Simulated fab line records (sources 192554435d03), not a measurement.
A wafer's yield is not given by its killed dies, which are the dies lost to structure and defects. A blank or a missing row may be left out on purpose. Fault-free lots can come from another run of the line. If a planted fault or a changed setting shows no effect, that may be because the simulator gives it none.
Which of the tools did it? :: flow n5_finfet :: 30 wafers from 10 lots sampled at 5 of the route's 1938 steps

== WHAT THE GAUGES READ, wafer by wafer ==
N5_BEOL_M13_INSPECT_12: inspects for defects (macro). Usual: raw_defect_count 2.0, standard deviation 1.4.
lot: L269
measured: day 11 07:27
on: defect_inspect-01
raw_defect_count: 1 0 0
flag: 

lot: L268
measured: day 11 08:28
on: defect_inspect-02
raw_defect_count: 3 2 1
flag: 

lot: L267
measured: day 11 15:13
on: defect_inspect-01
raw_defect_count: 2 3 4
flag: 

lot: L270
measured: day 11 18:38
on: defect_inspect-02
raw_defect_count: 3 5 2
flag: 

lot: L275
measured: day 12 23:35
on: defect_inspect-02
raw_defect_count: 3 0 1
flag: 

lot: L277
measured: day 13 08:40
on: defect_inspect-01
raw_defect_count: 2 5 2
flag: 

lot: L280
measured: day 14 05:09
on: defect_inspect-02
raw_defect_count: 2 1 5
flag: 

lot: L278
measured: day 14 10:18
on: defect_inspect-02
raw_defect_count: 0 0 2
flag: 

lot: L276
measured: day 14 12:44
on: defect_inspect-02
raw_defect_count: 1 3 1
flag: 

lot: L287
measured: day 16 04:35
on: defect_inspect-01
raw_defect_count: 3 2 2
flag: 

N5_BEOL_M13_OVL_MEAS_29. Usual: M13_OVL 1 nm, standard deviation 4.6.
lot: L269
measured: day 11 08:22
on: overlay-02
M13_OVL (nm): -2 7 -2
flag: 

lot: L268
measured: day 11 09:34
on: overlay-01
M13_OVL (nm): -1 -1 -2
flag: 

lot: L267
measured: day 11 16:08
on: overlay-02
M13_OVL (nm): 0 1 5
flag: 

lot: L270
measured: day 11 19:34
on: overlay-01
M13_OVL (nm): 1 3 5
flag: 

lot: L275
measured: day 13 01:34
on: overlay-01
M13_OVL (nm): 45 39 39
flag: OFF

lot: L277
measured: day 13 09:35
on: overlay-01
M13_OVL (nm): 32 37 31
flag: OFF

lot: L280
measured: day 14 06:12
on: overlay-02
M13_OVL (nm): 4 2 1
flag: 

lot: L278
measured: day 14 11:49
on: overlay-01
M13_OVL (nm): 1 -6 -4
flag: 

lot: L276
measured: day 14 13:47
on: overlay-02
M13_OVL (nm): 25 23 28
flag: OFF

lot: L287
measured: day 16 06:37
on: overlay-01
M13_OVL (nm): 6 9 9
flag: 

== EACH LOT AND THE TOOL THAT RAN IT (in order: tool; ch and the chambers of the sampled wafers; start) ==
lot: L269
N5_BEOL_M13_ETCH_59: rie_diel-01 ch 0,2, day 11 07:31
N5_BEOL_M13_VIA_ETCH_16: rie_diel-01 ch 0,2, day 11 07:34
N5_BEOL_M13_EXPOSE_25: krf_scanner-02 ch 0, day 11 08:11

lot: L268
N5_BEOL_M13_ETCH_59: rie_diel-06 ch 1,2,3, day 11 08:43
N5_BEOL_M13_VIA_ETCH_16: rie_diel-06 ch 1,2,3, day 11 08:46
N5_BEOL_M13_EXPOSE_25: krf_scanner-02 ch 0, day 11 09:22

lot: L267
N5_BEOL_M13_ETCH_59: rie_diel-01 ch 1,2,3, day 11 15:17
N5_BEOL_M13_VIA_ETCH_16: rie_diel-01 ch 1,2,3, day 11 15:20
N5_BEOL_M13_EXPOSE_25: krf_scanner-02 ch 0, day 11 15:56

lot: L270
N5_BEOL_M13_ETCH_59: rie_diel-03 ch 0,2, day 11 18:43
N5_BEOL_M13_VIA_ETCH_16: rie_diel-03 ch 0,2, day 11 18:46
N5_BEOL_M13_EXPOSE_25: krf_scanner-02 ch 0, day 11 19:22

lot: L275
N5_BEOL_M13_ETCH_59: rie_diel-01 ch 0,3, day 13 00:27
N5_BEOL_M13_VIA_ETCH_16: rie_diel-01 ch 0,3, day 13 00:31
N5_BEOL_M13_EXPOSE_25: krf_scanner-02 ch 0, day 13 01:22

lot: L277
N5_BEOL_M13_ETCH_59: rie_diel-01 ch 1,3, day 13 08:44
N5_BEOL_M13_VIA_ETCH_16: rie_diel-01 ch 1,3, day 13 08:47
N5_BEOL_M13_EXPOSE_25: krf_scanner-02 ch 0, day 13 09:24

lot: L280
N5_BEOL_M13_ETCH_59: rie_diel-01 ch 1,2, day 14 05:13
N5_BEOL_M13_VIA_ETCH_16: rie_diel-01 ch 1,2, day 14 05:16
N5_BEOL_M13_EXPOSE_25: krf_scanner-01 ch 0, day 14 06:00

lot: L278
N5_BEOL_M13_ETCH_59: rie_diel-03 ch 0,2,3, day 14 10:51
N5_BEOL_M13_VIA_ETCH_16: rie_diel-03 ch 0,2,3, day 14 10:54
N5_BEOL_M13_EXPOSE_25: krf_scanner-01 ch 0, day 14 11:37

lot: L276
N5_BEOL_M13_ETCH_59: rie_diel-03 ch 0,1, day 14 12:49
N5_BEOL_M13_VIA_ETCH_16: rie_diel-03 ch 0,1, day 14 12:52
N5_BEOL_M13_EXPOSE_25: krf_scanner-02 ch 0, day 14 13:35

lot: L287
N5_BEOL_M13_ETCH_59: rie_diel-01 ch 1,2,3, day 16 05:19
N5_BEOL_M13_VIA_ETCH_16: rie_diel-01 ch 1,2,3, day 16 05:22
N5_BEOL_M13_EXPOSE_25: krf_scanner-01 ch 0, day 16 06:25
- N5_BEOL_M13_ETCH_59: etches BARC in N2/H2, target depth 89 nm, overetch 26.7 nm, time 67.9 s.
- N5_BEOL_M13_VIA_ETCH_16: etches SiOC in C4F8/O2/Ar, target depth 921.7 nm.
- N5_BEOL_M13_EXPOSE_25: exposes mask M13, target cd 210 nm.

== AS READ BY THE TOOLS THEMSELVES (means over the sampled wafers that have a number; for cases with no such wafer, the mark the record gives instead) ==
N5_BEOL_M13_ETCH_59. Usual: drypump_motor_current_A 5.7 A, standard deviation 0.38; n2_flow_sccm 200.0 sccm, standard deviation 0.62; oes_product_au 0.67 a.u., standard deviation 0.071; rf_vpp_V 524.4 V, standard deviation 2.8; showerhead_plenum_p_Torr 2.56 Torr, standard deviation 0.099; throttle_valve_pct 17.78 %, standard deviation 0.26.
lot: L269
tool: rie_diel-01
drypump_motor_current_A (A): 5.5
n2_flow_sccm (sccm): 200.2
oes_product_au (a.u.): 0.60
rf_vpp_V (V): 525.0
showerhead_plenum_p_Torr (Torr): 2.56
throttle_valve_pct (%): 18.06
flag: 

lot: L268
tool: rie_diel-06
drypump_motor_current_A (A): 5.5
n2_flow_sccm (sccm): 199.4
oes_product_au (a.u.): 0.67
rf_vpp_V (V): 525.5
showerhead_plenum_p_Torr (Torr): 2.58
throttle_valve_pct (%): 17.80
flag: 

lot: L267
tool: rie_diel-01
drypump_motor_current_A (A): 6.1
n2_flow_sccm (sccm): 200.0
oes_product_au (a.u.): 0.64
rf_vpp_V (V): 521.2
showerhead_plenum_p_Torr (Torr): 2.46
throttle_valve_pct (%): 17.76
flag: 

lot: L270
tool: rie_diel-03
drypump_motor_current_A (A): 5.2
n2_flow_sccm (sccm): 200.0
oes_product_au (a.u.): 0.65
rf_vpp_V (V): 522.1
showerhead_plenum_p_Torr (Torr): 2.52
throttle_valve_pct (%): 17.60
flag: 

lot: L275
tool: rie_diel-01
drypump_motor_current_A (A): 5.5
n2_flow_sccm (sccm): 199.8
oes_product_au (a.u.): 0.64
rf_vpp_V (V): 525.2
showerhead_plenum_p_Torr (Torr): 2.58
throttle_valve_pct (%): 17.93
flag: 

lot: L277
tool: rie_diel-01
drypump_motor_current_A (A): 6.0
n2_flow_sccm (sccm): 199.9
oes_product_au (a.u.): 0.63
rf_vpp_V (V): 522.8
showerhead_plenum_p_Torr (Torr): 2.49
throttle_valve_pct (%): 17.68
flag: 

lot: L280
tool: rie_diel-01
drypump_motor_current_A (A): 5.9
n2_flow_sccm (sccm): 201.1
oes_product_au (a.u.): 0.67
rf_vpp_V (V): 525.3
showerhead_plenum_p_Torr (Torr): 2.58
throttle_valve_pct (%): 17.70
flag: 

lot: L278
tool: rie_diel-03
drypump_motor_current_A (A): 5.4
n2_flow_sccm (sccm): 199.6
oes_product_au (a.u.): 0.69
rf_vpp_V (V): 523.6
showerhead_plenum_p_Torr (Torr): 2.58
throttle_valve_pct (%): 17.84
flag: 

lot: L276
tool: rie_diel-03
drypump_motor_current_A (A): 5.8
n2_flow_sccm (sccm): 200.6
oes_product_au (a.u.): 0.66
rf_vpp_V (V): 526.8
showerhead_plenum_p_Torr (Torr): 2.67
throttle_valve_pct (%): 17.52
flag: 

lot: L287
tool: rie_diel-01
drypump_motor_current_A (A): 6.0
n2_flow_sccm (sccm): 199.5
oes_product_au (a.u.): 0.69
rf_vpp_V (V): 523.9
showerhead_plenum_p_Torr (Torr): 2.55
throttle_valve_pct (%): 17.67
flag: 

N5_BEOL_M13_VIA_ETCH_16. Usual: drypump_motor_current_A 5.7 A, standard deviation 0.39; he_inner_torr 15.001 Torr, standard deviation 0.029; oes_product_au 0.71 a.u., standard deviation 0.079; rf_vpp_V 666 V, standard deviation 3.4; showerhead_plenum_p_Torr 3.43 Torr, standard deviation 0.13; throttle_valve_pct 24.03 %, standard deviation 0.24.
lot: L269
tool: rie_diel-01
drypump_motor_current_A (A): 5.5
he_inner_torr (Torr): 14.978
oes_product_au (a.u.): 0.63
rf_vpp_V (V): 666
showerhead_plenum_p_Torr (Torr): 3.40
throttle_valve_pct (%): 24.13
flag: 

lot: L268
tool: rie_diel-06
drypump_motor_current_A (A): 5.5
he_inner_torr (Torr): 15.005
oes_product_au (a.u.): 0.71
rf_vpp_V (V): 667
showerhead_plenum_p_Torr (Torr): 3.48
throttle_valve_pct (%): 24.16
flag: 

lot: L267
tool: rie_diel-01
drypump_motor_current_A (A): 6.0
he_inner_torr (Torr): 14.956
oes_product_au (a.u.): 0.68
rf_vpp_V (V): 662
showerhead_plenum_p_Torr (Torr): 3.31
throttle_valve_pct (%): 24.05
flag: 

lot: L270
tool: rie_diel-03
drypump_motor_current_A (A): 5.2
he_inner_torr (Torr): 15.010
oes_product_au (a.u.): 0.69
rf_vpp_V (V): 665
showerhead_plenum_p_Torr (Torr): 3.37
throttle_valve_pct (%): 23.76
flag: 

lot: L275
tool: rie_diel-01
drypump_motor_current_A (A): 5.6
he_inner_torr (Torr): 15.016
oes_product_au (a.u.): 0.66
rf_vpp_V (V): 666
showerhead_plenum_p_Torr (Torr): 3.44
throttle_valve_pct (%): 24.09
flag: 

lot: L277
tool: rie_diel-01
drypump_motor_current_A (A): 6.0
he_inner_torr (Torr): 14.983
oes_product_au (a.u.): 0.68
rf_vpp_V (V): 664
showerhead_plenum_p_Torr (Torr): 3.37
throttle_valve_pct (%): 24.07
flag: 

lot: L280
tool: rie_diel-01
drypump_motor_current_A (A): 5.9
he_inner_torr (Torr): 14.995
oes_product_au (a.u.): 0.71
rf_vpp_V (V): 667
showerhead_plenum_p_Torr (Torr): 3.46
throttle_valve_pct (%): 24.01
flag: 

lot: L278
tool: rie_diel-03
drypump_motor_current_A (A): 5.5
he_inner_torr (Torr): 15.019
oes_product_au (a.u.): 0.73
rf_vpp_V (V): 667
showerhead_plenum_p_Torr (Torr): 3.44
throttle_valve_pct (%): 24.00
flag: 

lot: L276
tool: rie_diel-03
drypump_motor_current_A (A): 5.8
he_inner_torr (Torr): 15.017
oes_product_au (a.u.): 0.69
rf_vpp_V (V): 670
showerhead_plenum_p_Torr (Torr): 3.57
throttle_valve_pct (%): 23.78
flag: 

lot: L287
tool: rie_diel-01
drypump_motor_current_A (A): 6.1
he_inner_torr (Torr): 15.006
oes_product_au (a.u.): 0.74
rf_vpp_V (V): 666
showerhead_plenum_p_Torr (Torr): 3.43
throttle_valve_pct (%): 24.00
flag: 

== THE ANSWER, worked out from the rows above alone ==
Rule: lot off if the mean of its wafers having a number is beyond 3 standard deviations from the usual mean. Also off: a lot with no number at a reading for which 4 or more lots have one. Where the step has rows for the other lots, those lots are counted as sound. After the gauges, taken in route order, come the tools' own readings; for these a lot's mean is taken, as printed above. The first step at which some lot is off is used, and at that step the reading that is off furthest; a lot without a number counts as furthest.
Off: L275, L277, L276, at N5_BEOL_M13_OVL_MEAS_29 (M13_OVL).
If a tool, at a process step before that reading, ran all the lots that are off and no sound lot after the first of them, it fits. Those tools and the gauges at N5_BEOL_M13_OVL_MEAS_29 are tried in the same way. One candidate fits, namely krf_scanner-02 at N5_BEOL_M13_EXPOSE_25. A fault onset in the window from L270 (day 11 19:22, its last sound lot) to L275 (day 13 01:22, its first lot off) fits.

== WHAT THE SIMULATOR HAD PUT IN ==
Scanner matching overlay: krf_scanner-02, from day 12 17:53 on, at N5_BEOL_M13_EXPOSE_25. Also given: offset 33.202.
Struck lots among those shown: L275, L277, L276. The rule above reached the same finding.
